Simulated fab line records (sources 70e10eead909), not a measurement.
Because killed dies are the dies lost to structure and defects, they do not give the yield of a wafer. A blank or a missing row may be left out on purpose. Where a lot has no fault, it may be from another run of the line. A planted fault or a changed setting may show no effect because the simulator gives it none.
Comparing a struck lot with a sound one ; flow nand_harc ; 34 steps out of a route of 1302
Sound: wafers L652.2, L652.4, L652.5. Struck: wafers L657.3, L657.5, L657.6. At the end, the cause is stated.
Each step with rows lists, per side, the tool, then ch with its chambers, then its first start. Under that, the readings that differ: sound wafers ; struck wafers ; difference of the means ; sigmas: that difference in standard deviations of wafers without a fault.
alike: same words and numbers on both sides, and readings whose means sit less than 2 such deviations apart. not compared: any withheld reading, any reading some wafer has no value for, any bound like >300 that may hide the same value, and any number with overlapping values for which the record gives no deviation.
The two part at a step that has a row with sigmas, a row that says differs or no value, or rows on one side only. When numbers do not overlap yet have no deviation, they are printed without sigmas and do not part them. Lack of a reading on every wafer of one side parts them only where that side has two or more wafers.

first, 5 steps without rows for these wafers: NHARC_A_ONON_D1_DEP_19 (target thk 1000 nm); NHARC_A_ONON_D1_DEP_22 (target thk 1000 nm); NHARC_A_ONON_D1_DEP_25 (target thk 1000 nm); NHARC_A_ONON_D1_DEP_28 (target thk 1000 nm); NHARC_A_ONON_D1_DEP_33 (deposits SiO2, target thk 200 nm).
NHARC_A_CHANNEL_HOLE_D1_DEP_00: deposits aC, target thk 3100 nm.
  sound on acl_dep-03 ch 0, day 9 17:59; struck on acl_dep-03 ch 0, day 11 07:52
  alike: throttle_valve_pct
then, 11 steps without rows for these wafers: NHARC_A_CHANNEL_HOLE_D1_DEP_01 (deposits SiON, target thk 140 nm); NHARC_A_CHANNEL_HOLE_D1_DEHYDRATE_02 (time 120 s); NHARC_A_CHANNEL_HOLE_D1_HMDS_03 (time 30 s); NHARC_A_CHANNEL_HOLE_D1_COAT_36 (time 75 s); NHARC_A_CHANNEL_HOLE_D1_COAT_37 (time 65 s); NHARC_A_CHANNEL_HOLE_D1_COAT_04 (resist thk 90 nm); NHARC_A_CHANNEL_HOLE_D1_SOFTBAKE_05 (time 55 s); NHARC_A_CHANNEL_HOLE_D1_EBR_06; NHARC_A_CHANNEL_HOLE_D1_EXPOSE_07 (exposes mask HOLE D1, target cd 100 nm); NHARC_A_CHANNEL_HOLE_D1_PEB_08 (peb time 65 s); NHARC_A_CHANNEL_HOLE_D1_DEVELOP_09 (develop time 35 s).
NHARC_A_CHANNEL_HOLE_D1_INSPECT_12:
  sound on defect_inspect-01, day 9 20:20; struck on defect_inspect-02, day 11 09:50
reading;sound;struck;difference;sigmas
raw_defect_count;7 1 10;1373 1365 1292;+1337;+99 or more
then, 14 steps without rows for these wafers: NHARC_A_CHANNEL_HOLE_D1_DESCUM_15 (chemistry O2, time 3 s); NHARC_A_CHANNEL_HOLE_D1_ETCH_38 (etches the open film in CF4, target depth 39 nm, time 65 s); NHARC_A_CHANNEL_HOLE_D1_ETCH_39 (etches the open film in N2/H2, target depth 260 nm, time 325 s); NHARC_A_CHANNEL_HOLE_D1_ETCH_34 (etches the open film in CF4/CHF3, target depth 154 nm, time 77 s); NHARC_A_CHANNEL_HOLE_D1_ETCH_16 (etches the open film in O2/COS, target depth 3100 nm, time 806 s); NHARC_A_CHANNEL_HOLE_D1_ETCH_19 (etches the open film in C4F8/O2/Ar, time 34.5 s); NHARC_A_CHANNEL_HOLE_D1_ETCH_20 (etches the open film in C4F8/O2/Ar, time 361.9 s, target depth 1600 nm); NHARC_A_CHANNEL_HOLE_D1_ETCH_21 (etches the open film in C4F8/O2/Ar, time 514.3 s, target depth 1600 nm); NHARC_A_CHANNEL_HOLE_D1_ETCH_22 (etches the open film in C4F8/O2/Ar, time 666.7 s, target depth 1600 nm); NHARC_A_CHANNEL_HOLE_D1_ETCH_23 (etches the open film in C4F8/O2/Ar, time 819 s, target depth 1600 nm); NHARC_A_CHANNEL_HOLE_D1_ETCH_24 (etches the open film in C4F8/O2/Ar, time 906.2 s, target depth 1500 nm); NHARC_A_CHANNEL_HOLE_D1_ETCH_25 (etches the open film in C4F8/O2/Ar, time 1040.2 s, target depth 1500 nm); NHARC_A_CHANNEL_HOLE_D1_ETCH_26 (etches the open film in C4F8/O2/Ar, time 224.1 s, target depth 300 nm); NHARC_A_CHANNEL_HOLE_D1_ETCH_33 (etches the open film in C4F8/O2/Ar, time 90 s, target depth 400 nm).
NHARC_A_CHANNEL_HOLE_D1_INSPECT_40:
  sound on defect_inspect-01, day 10 05:14; struck on defect_inspect-01, day 12 00:48
reading;sound;struck;difference;sigmas
raw_defect_count;42 34 54;1433 1410 1344;+1352;+56
-- jump in the record: it breaks off in module A_CHANNEL_HOLE_D1 and resumes in module END (first step shown: number 1302 of the route), and 20 days separate the struck wafers' starts before and after --
NHARC_END_SORT_01:
  sound on prober-01 ch 0, day 25 16:59; struck on prober-02 ch 0, day 32 03:07
reading;sound;struck;difference;sigmas
killed_at_array;29 13 33;146 125 141;+112;+8
killed_dies;31 16 33;150 127 147;+115;+8
  alike: killed_at_other, killed_at_periphery, killed_open, killed_short

== WHERE THEY PART ==
First at NHARC_A_CHANNEL_HOLE_D1_INSPECT_12; last, within this record, at NHARC_END_SORT_01.

WHY: what the simulator had put in
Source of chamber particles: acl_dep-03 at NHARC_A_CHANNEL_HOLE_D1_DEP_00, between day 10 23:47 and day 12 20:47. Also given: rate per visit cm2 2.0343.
